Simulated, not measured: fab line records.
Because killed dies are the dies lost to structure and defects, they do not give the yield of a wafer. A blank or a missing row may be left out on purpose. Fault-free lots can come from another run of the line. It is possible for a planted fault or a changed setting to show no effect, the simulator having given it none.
Split-lot trial + flow n5Finfet + 39 wafers read across 7 lots, on a route 1938 steps long

THE SPLIT ITSELF
At N5_BEOL_M12_TRENCH_ETCH_34 (etches SiOC in C4F8/O2/Ar, target depth 318.95 nm, time 125.5 s), the setting targetDepthA was moved away from the recipe's 3189.5 angstrom on 15 of the 39 wafers read, by -54.9% to +37.5%. The other wafers ran this setting at the recipe's value.

FROM THE SPLIT TO THE READING: what the file shows between them, 10 steps
- N5_BEOL_M12_STRIP_70: strips in C4F8/O2/Ar
- N5_BEOL_M12_OCD_MEAS_35
- N5_BEOL_M12_STRIP_37: strips in N2/H2
- N5_BEOL_M12_ETCH_38: etches SiCN in CF4/N2, target depth 68.7 nm, time 73.4 s
- N5_BEOL_M12_ECD_47: material Cu, target thk 720 nm
- N5_BEOL_M12_ANNEAL_48: time 90 s
- N5_BEOL_M12_CMP_49: polishes, stops on SiOC, t overpolish 20.6 s, target thk 320 nm
- N5_BEOL_M12_THK_MEAS_50: measures by xrf
- N5_BEOL_M12_PRE_CLEAN_52: time 15 s
- N5_BEOL_M12_DEP_53: deposits SiCN from 3MS/NH3, target thk 30 nm, time 10.5 s

THE READING
M12_RS, in ohm/sq, at N5_BEOL_M12_RS_MEAS_54 (measures by four-point-probe). Fault-free wafers of this fab line usually give 0.0599 ohm/sq, standard deviation 0.00082 ohm/sq.

| wafer  | tool, chamber at the split | targetDepthA as run, angstrom | against the recipe | M12_RS, ohm/sq | against lot-mates on the recipe |
|--------|----------------------------|-------------------------------|--------------------|----------------|---------------------------------|
| L074.1 | rieDiel-06, 1              | 3189.5                        | recipe             | 0.0605         | -                               |
| L074.2 | rieDiel-06, 2              | 3189.5                        | recipe             | 0.0600         | -                               |
| L074.3 | rieDiel-06, 0              | 3189.5                        | recipe             | 0.0611         | -                               |
| L074.4 | rieDiel-06, 3              | 3189.5                        | recipe             | 0.0595         | -                               |
| L074.5 | rieDiel-06, 0              | 3189.5                        | recipe             | 0.0607         | -                               |
| L074.6 | rieDiel-06, 3              | 3189.5                        | recipe             | 0.0600         | -                               |
| L076.1 | rieDiel-06, 0              | 3189.5                        | recipe             | 0.0617         | -                               |
| L076.2 | rieDiel-06, 3              | 2546                          | -20.2%             | 0.0767         | +0.0160                         |
| L076.3 | rieDiel-06, 2              | 3189.5                        | recipe             | 0.0596         | -                               |
| L076.4 | rieDiel-06, 1              | 2546                          | -20.2%             | 0.0778         | +0.0171                         |
| L076.5 | rieDiel-06, 3              | 2546                          | -20.2%             | 0.0771         | +0.0164                         |
| L076.6 | rieDiel-06, 0              | 3189.5                        | recipe             | 0.0609         | -                               |
| L078.1 | rieDiel-01, 0              | 4386                          | +37.5%             | 0.0431         | -0.0171                         |
| L078.2 | rieDiel-01, 2              | 3189.5                        | recipe             | 0.0598         | -                               |
| L078.3 | rieDiel-01, 1              | 3189.5                        | recipe             | 0.0603         | -                               |
| L078.4 | rieDiel-01, 1              | 4386                          | +37.5%             | 0.0437         | -0.0165                         |
| L078.5 | rieDiel-01, 2              | 4386                          | +37.5%             | 0.0433         | -0.0169                         |
| L078.6 | rieDiel-01, 0              | 3189.5                        | recipe             | 0.0605         | -                               |
| L081.3 | rieDiel-01, 2              | 3189.5                        | recipe             | 0.0597         | -                               |
| L081.4 | rieDiel-01, 0              | 3189.5                        | recipe             | 0.0605         | -                               |
| L081.6 | rieDiel-01, 2              | 3189.5                        | recipe             | 0.0598         | -                               |
| L085.1 | rieDiel-06, 2              | 1930                          | -39.5%             | 0.1017         | +0.0422                         |
| L085.2 | rieDiel-06, 0,2            | 1930                          | -39.5%             | 0.1011         | +0.0416                         |
| L085.3 | rieDiel-06, 1              | 3189.5                        | recipe             | 0.0592         | -                               |
| L085.4 | rieDiel-06, 3              | 3189.5                        | recipe             | 0.0597         | -                               |
| L085.5 | rieDiel-06, 0,2            | 1930                          | -39.5%             | 0.1011         | +0.0416                         |
| L085.6 | rieDiel-06, 3              | 3189.5                        | recipe             | 0.0596         | -                               |
| L087.1 | rieDiel-06, 2,3            | 1955                          | -38.7%             | 0.1007         | +0.0400                         |
| L087.2 | rieDiel-06, 0              | 3189.5                        | recipe             | 0.0614         | -                               |
| L087.3 | rieDiel-06, 3              | 1955                          | -38.7%             | 0.1011         | +0.0404                         |
| L087.4 | rieDiel-06, 1              | 3189.5                        | recipe             | 0.0599         | -                               |
| L087.5 | rieDiel-06, 0              | 3189.5                        | recipe             | 0.0607         | -                               |
| L087.6 | rieDiel-06, 2,3            | 1955                          | -38.7%             | 0.1019         | +0.0412                         |
| L093.1 | rieDiel-05, 1              | 3189.5                        | recipe             | 0.0587         | -                               |
| L093.2 | rieDiel-05, 2              | 1438                          | -54.9%             | 0.1436         | +0.0840                         |
| L093.3 | rieDiel-05, 3              | 1438                          | -54.9%             | 0.1353         | +0.0757                         |
| L093.4 | rieDiel-05, 0              | 3189.5                        | recipe             | 0.0597         | -                               |
| L093.5 | rieDiel-05, 2              | 3189.5                        | recipe             | 0.0603         | -                               |
| L093.6 | rieDiel-05, 3              | 1438                          | -54.9%             | 0.1386         | +0.0790                         |
If several chambers appear in one row, that row covers several wafers at once and the file leaves open which wafer was in which chamber.

FIT RESULTS
A straight line over all 39 wafers: M12_RS changes by -0.00103 ohm/sq for each +1% of targetDepthA; r = -0.95; the points scatter about the line by 0.0084 ohm/sq.
The same after taking each lot's own level away (the mean of its wafers on the recipe; 39 wafers): -0.00104 ohm/sq for each +1%; r = -0.94; scatter 0.0086 ohm/sq.
That fit puts the effect of the largest move of targetDepthA on the reading at 0.057 ohm/sq.
Across the lots, their own levels run from 0.05950 to 0.06073 ohm/sq, a range of 1.5 times the standard deviation given above.
The two slopes agree, so the slope changes little with the lot-to-lot level.
Check: with one of the wafers moved furthest among these (-54.9%) left out of the fit, the line predicts +0.0567 ohm/sq for it against its lot-mates. It came out at +0.084 ohm/sq against them.

THE WHOLE CHAIN: every reading that the file lists as answering this split, in the file's order
| step                       | what it does                                                    | reading                                                                      | change (the file's fit)              | r (the file's) |
|----------------------------|-----------------------------------------------------------------|------------------------------------------------------------------------------|--------------------------------------|----------------|
| N5_BEOL_M12_TRENCH_ETCH_34 | etches SiOC in C4F8/O2/Ar, target depth 318.95 nm, time 125.5 s | etch.depthNm (the simulator's own value, which no gauge read)                | +3.19 nm for each +1% of the setting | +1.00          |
| N5_BEOL_M12_OCD_MEAS_35    |                                                                 | trenchDepthNm                                                                | +3.18 nm for each +1% of the setting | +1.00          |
| N5_BEOL_M12_CMP_49         | polishes, stops on SiOC, t overpolish 20.6 s, target thk 320 nm | Cu_of_BEOL_M12_ECD_47.thkNm (the simulator's own value, which no gauge read) | +3.2 nm for each +1% of the setting  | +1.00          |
| N5_BEOL_M12_THK_MEAS_50    | measures by xrf                                                 | M12_THK                                                                      | +3.24 for each +1% of the setting    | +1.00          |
| N5_BEOL_M12_RS_MEAS_54     | measures by four-point-probe                                    | M12_RS                                                                       | -0.00108 for each +1% of the setting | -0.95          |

THE FILE'S OWN FIT
M12_RS changes by -0.00108 ohm/sq for each +1% of targetDepthA, r = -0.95.
